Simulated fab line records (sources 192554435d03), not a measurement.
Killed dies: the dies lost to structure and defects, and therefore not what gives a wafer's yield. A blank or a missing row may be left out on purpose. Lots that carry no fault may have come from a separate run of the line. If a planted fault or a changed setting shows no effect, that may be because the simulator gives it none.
Which of the tools did it? -- flow n5 finfet -- 72 wafers from 24 lots sampled at 4 of the route's 1938 steps

## WHAT EACH GAUGE READ, for each wafer
N5_BEOL_M1_THK_MEAS_01.
lot,measured,on,M1_ILD_THK (nm)
L074,day 5 22:36,film metro-01,78.9 79.4 80.4
L075,day 6 11:58,film metro-02,77.1 79.7 76.9
L076,day 6 15:49,film metro-02,76.4 78.5 78.0
L077,day 6 21:19,film metro-02,77.5 80.1 79.3
L078,day 7 01:04,film metro-02,80.7 77.4 81.1
L079,day 7 04:56,film metro-01,79.5 77.6 77.7
L080,day 7 12:20,film metro-02,78.1 78.7 79.3
L081,day 7 18:02,film metro-01,77.4 79.7 79.7
L082,day 7 23:13,film metro-02,77.2 76.8 77.7
L083,day 8 04:46,film metro-01,78.1 80.4 79.4
L084,day 8 12:26,film metro-02,79.1 80.0 78.9
L085,day 9 01:46,film metro-02,77.4 78.8 78.7
L086,day 9 05:15,film metro-01,80.2 80.2 79.2
L087,day 9 06:38,film metro-01,78.5 80.8 79.6
L088,day 9 13:30,film metro-02,78.0 80.5 81.2
L089,day 9 20:31,film metro-01,79.0 79.4 78.9
L090,day 10 04:58,film metro-02,77.9 78.9 80.1
L091,day 10 05:23,film metro-01,77.8 80.7 78.6
L092,day 10 09:41,film metro-02,78.1 79.9 81.6
L093,day 10 16:56,film metro-01,79.6 79.8 77.6
L094,day 11 08:41,film metro-01,78.8 80.5 79.5
L095,day 11 08:46,film metro-01,78.7 78.5 80.9
L097,day 11 18:34,film metro-02,79.5 77.9 78.1
L096,day 11 18:41,film metro-02,78.0 80.6 80.8

N5_BEOL_M1_CD_MEAS_35: target cd 18 nm, target cd y 21 nm.
lot,measured,on,cd nm (nm)
L074,day 6 03:47,cd sem-03,17.9 17.8 18.1
L075,day 6 20:09,cd sem-03,17.3 18.1 17.7
L076,day 6 20:14,cd sem-03,18.0 18.1 18.2
L077,day 7 02:31,cd sem-02,17.7 18.4 18.1
L078,day 7 08:47,cd sem-01,18.4 18.6 18.4
L079,day 7 12:17,cd sem-02,18.3 18.5 17.8
L080,day 7 17:39,cd sem-02,17.4 18.8 17.3
L081,day 8 01:12,cd sem-01,17.9 17.3 17.1
L082,day 8 03:49,cd sem-01,17.8 18.3 17.9
L083,day 8 11:01,cd sem-02,17.8 17.9 17.5
L084,day 8 16:52,cd sem-02,17.8 17.8 18.0
L085,day 9 04:25,cd sem-01,17.9 18.1 18.3
L086,day 9 08:40,cd sem-01,18.3 18.0 17.5
L087,day 9 11:34,cd sem-01,17.9 17.7 17.5
L088,day 9 20:06,cd sem-03,18.3 18.7 17.3
L089,day 9 23:43,cd sem-01,17.6 18.4 17.6
L090,day 10 07:40,cd sem-02,18.3 17.9 17.9
L091,day 10 11:10,cd sem-03,17.6 17.5 17.6
L092,day 10 15:02,cd sem-03,18.8 18.5 18.4
L093,day 10 21:17,cd sem-02,18.0 18.3 18.2
L094,day 11 11:13,cd sem-01,18.4 18.3 18.6
L095,day 11 11:34,cd sem-01,17.8 18.2 17.9
L097,day 11 22:41,cd sem-03,18.1 17.9 18.3
L096,day 11 22:50,cd sem-01,17.9 18.7 18.5

## EACH LOT AND THE TOOL THAT RAN IT (in order: tool; ch and the chambers of the sampled wafers; start)
lot,N5_BEOL_M1_ILD_DEP_00,N5_BEOL_M1_DESCUM_16
L074,"pecvd-01 ch 0,2, day 5 22:32","rie diel-06 ch 1,3, day 6 00:34"
L075,"pecvd-03 ch 0,1,2, day 6 11:54","rie diel-05 ch 0,3, day 6 14:02"
L076,"pecvd-02 ch 0,1,2, day 6 15:45","rie diel-02 ch 1,2, day 6 17:46"
L077,"pecvd-03 ch 0,1,2, day 6 21:15","rie diel-06 ch 1,2, day 7 00:02"
L078,"pecvd-03 ch 0,2, day 7 01:00","rie diel-02 ch 0,1, day 7 02:20"
L079,"pecvd-01 ch 1,2, day 7 04:51","rie diel-02 ch 0,2,3, day 7 07:30"
L080,"pecvd-02 ch 0,1, day 7 12:16","rie diel-02 ch 1,2,3, day 7 13:18"
L081,"pecvd-02 ch 0,2, day 7 17:56","rie diel-05 ch 1,2,3, day 7 20:32"
L082,"pecvd-02 ch 0,2, day 7 23:08","rie diel-06 ch 0,2, day 8 01:49"
L083,"pecvd-01 ch 0,1,2, day 8 04:41","rie diel-05 ch 1,2, day 8 09:02"
L084,"pecvd-02 ch 0,1, day 8 12:22","rie diel-06 ch 2,3, day 8 15:07"
L085,"pecvd-01 ch 0,1, day 9 01:41","rie diel-05 ch 0,1,2, day 9 02:30"
L086,"pecvd-03 ch 0,1,2, day 9 05:11","rie diel-05 ch 0,1,2, day 9 06:25"
L087,"pecvd-01 ch 0,1, day 9 06:33","rie diel-05 ch 2,3, day 9 08:49"
L088,"pecvd-03 ch 0,2, day 9 13:26","rie diel-02 ch 1,2,3, day 9 15:30"
L089,"pecvd-01 ch 0,1, day 9 20:27","rie diel-02 ch 2,3, day 9 21:31"
L090,"pecvd-02 ch 0,1,2, day 10 04:55","rie diel-06 ch 0,2,3, day 10 05:57"
L091,"pecvd-01 ch 0,1, day 10 05:17","rie diel-05 ch 1,2, day 10 07:22"
L092,"pecvd-03 ch 0,2, day 10 09:37","rie diel-02 ch 0,3, day 10 11:41"
L093,"pecvd-01 ch 0,1,2, day 10 16:52","rie diel-06 ch 1,2, day 10 19:20"
L094,"pecvd-01 ch 0,2, day 11 08:37","rie diel-02 ch 1,2, day 11 09:25"
L095,"pecvd-03 ch 0,1, day 11 08:42","rie diel-06 ch 0,2, day 11 09:35"
L097,"pecvd-01 ch 1,2, day 11 18:30","rie diel-02 ch 0,2,3, day 11 20:13"
L096,"pecvd-03 ch 0,1,2, day 11 18:37","rie diel-02 ch 0,3, day 11 20:26"
- N5_BEOL_M1_ILD_DEP_00: deposits SiOC from DEMS/O2, target thk 79 nm, time 15.3 s.
- N5_BEOL_M1_DESCUM_16: chemistry O2, time 7 s.

## AS READ BY THE TOOLS THEMSELVES (means over the sampled wafers that have a number; for cases with no such wafer, the mark the record gives instead)
N5_BEOL_M1_ILD_DEP_00.
lot,tool,heater power w (W),showerhead plenum p Torr (Torr),throttle valve pct (%)
L074,pecvd-01,392,5.680,11.7
L075,pecvd-03,467,5.702,11.9
L076,pecvd-02,546,5.684,12.2
L077,pecvd-03,407,5.698,11.8
L078,pecvd-03,382,5.702,11.4
L079,pecvd-01,505,5.723,13.5
L080,pecvd-02,523,5.697,12.4
L081,pecvd-02,495,5.690,12.7
L082,pecvd-02,514,5.683,12.1
L083,pecvd-01,444,5.700,12.6
L084,pecvd-02,486,5.701,12.8
L085,pecvd-01,432,5.691,12.4
L086,pecvd-03,456,5.701,12.3
L087,pecvd-01,420,5.681,12.5
L088,pecvd-03,397,5.704,11.6
L089,pecvd-01,419,5.691,12.4
L090,pecvd-02,531,5.682,12.4
L091,pecvd-01,444,5.712,13.2
L092,pecvd-03,450,5.706,12.0
L093,pecvd-01,442,5.697,12.4
L094,pecvd-01,392,5.679,11.9
L095,pecvd-03,470,5.699,12.4
L097,pecvd-01,477,5.712,13.3
L096,pecvd-03,440,5.701,12.0

N5_BEOL_M1_DESCUM_16.
lot,tool,drypump motor current A (A),oes product au (a.u.),rf vpp V (V),showerhead plenum p Torr (Torr),throttle valve pct (%)
L074,rie diel-06,5.5,0.77,241.5,1.98,20.20
L075,rie diel-05,5.5,0.85,243.8,2.13,20.34
L076,rie diel-02,6.0,0.78,242.3,2.02,20.15
L077,rie diel-06,4.9,0.74,243.2,2.12,20.47
L078,rie diel-02,5.3,0.77,242.7,2.06,20.30
L079,rie diel-02,5.5,0.74,243.1,2.11,20.42
L080,rie diel-02,5.8,0.76,243.4,2.07,20.25
L081,rie diel-05,5.4,0.86,244.7,2.17,20.42
L082,rie diel-06,5.5,0.92,243.5,2.16,20.17
L083,rie diel-05,5.6,0.88,244.5,2.17,20.49
L084,rie diel-06,5.7,0.81,241.9,2.02,20.21
L085,rie diel-05,5.6,0.85,244.5,2.16,20.41
L086,rie diel-05,5.7,0.85,243.3,2.16,20.40
L087,rie diel-05,5.2,0.84,244.8,2.16,20.39
L088,rie diel-02,5.8,0.75,242.8,2.07,20.28
L089,rie diel-02,5.7,0.72,242.6,2.09,20.46
L090,rie diel-06,5.6,0.84,242.9,2.09,20.21
L091,rie diel-05,5.6,0.85,244.2,2.16,20.51
L092,rie diel-02,5.2,0.73,243.5,2.11,20.45
L093,rie diel-06,4.9,0.72,242.6,2.11,20.52
L094,rie diel-02,5.9,0.73,242.9,2.03,20.36
L095,rie diel-06,5.5,0.84,243.6,2.18,20.35
L097,rie diel-02,5.5,0.72,243.7,2.10,20.47
L096,rie diel-02,5.2,0.73,244.0,2.11,20.48

## THE ANSWER, worked out from the rows above alone
Rule: what is usual is taken from the lots themselves. Put in order of their means at a reading, lots are off if they are a third of the lots or fewer, leave a main group of 4 or more, and stand apart from it by a gap of 3 or more times the standard deviation of the main group's means; of several such gaps the widest counts. A main group is skipped when, at the precision printed for the reading in the tables above, its means are all equal. A lot without any number at a reading at which 4 lots or more have one is off too. All remaining lots with rows at the step are treated as sound. After the gauges, taken in route order, come the tools' own readings; for these a lot's mean is taken, as printed above. The first step at which some lot is off is used, and at that step the reading that is off furthest; a lot without a number counts as furthest.
None of the lots is off at any reading shown; this tells nothing.

## WHAT HAD BEEN PUT IN BY THE SIMULATOR
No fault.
